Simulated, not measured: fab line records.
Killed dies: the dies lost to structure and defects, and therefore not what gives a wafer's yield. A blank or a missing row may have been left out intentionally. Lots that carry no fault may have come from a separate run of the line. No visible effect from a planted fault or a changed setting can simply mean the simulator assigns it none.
Chamber matching :: flow n5_finfet :: N5_BEOL_M3_ALD_84 on ald_metal-02: 4 sister chambers
The step deposits TaN, pulse time 2 s, purge time 3 s, co reactant purge time 2 s. 4 wafers are shown with their chamber, then 10 later ones without.

== WAFERS, EACH WITH ITS CHAMBER ==
wafer: L091.2
chamber: 1
heater_power_w (W): 411

wafer: L091.4
chamber: 0
heater_power_w (W): 521

wafer: L091.6
chamber: 3
heater_power_w (W): 408

wafer: L093.5
chamber: 2
heater_power_w (W): 369

== WAFERS WITHOUT THEIR CHAMBER ==
wafer: L093.6
heater_power_w (W): 393

wafer: L095.2
heater_power_w (W): 409

wafer: L095.3
heater_power_w (W): 521

wafer: L095.4
heater_power_w (W): 398

wafer: L092.4
heater_power_w (W): 377

wafer: L092.5
heater_power_w (W): 406

wafer: L092.6
heater_power_w (W): 386

wafer: L096.1
heater_power_w (W): 377

wafer: L096.3
heater_power_w (W): 530

wafer: L096.5
heater_power_w (W): 397

== EACH ONE'S CHAMBER ==
wafer: L093.6
from the rows above: can't be placed: 3 or 1 or 2
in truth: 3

wafer: L095.2
from the rows above: can't be placed: 3 or 1
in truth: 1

wafer: L095.3
from the rows above: 0
in truth: 0

wafer: L095.4
from the rows above: can't be placed: 3 or 1 or 2
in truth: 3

wafer: L092.4
from the rows above: 2
in truth: 2

wafer: L092.5
from the rows above: can't be placed: 3 or 1
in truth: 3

wafer: L092.6
from the rows above: can't be placed: 2 or 3 or 1
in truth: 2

wafer: L096.1
from the rows above: 2
in truth: 2

wafer: L096.3
from the rows above: 0
in truth: 0

wafer: L096.5
from the rows above: can't be placed: 3 or 1 or 2
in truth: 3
4 of 10 placed correctly. From these rows, 6 cannot be placed; in 6 the true chamber is one of the candidates. Number placed wrongly: 0.
How it was worked out, from the rows above alone: a wafer's distance from a chamber is the root of the sum, over the readings, of the square of ((its reading less the chamber's mean) divided by the reading's scatter). If the next closest chamber is less than 2 further off than the closest, the wafer can't be placed; otherwise it belongs to the closest. Each chamber's mean is taken over the wafers shown for it. The scatter: root of mean squared gap, hidden wafer to nearest shown wafer, with one shown wafer a chamber.
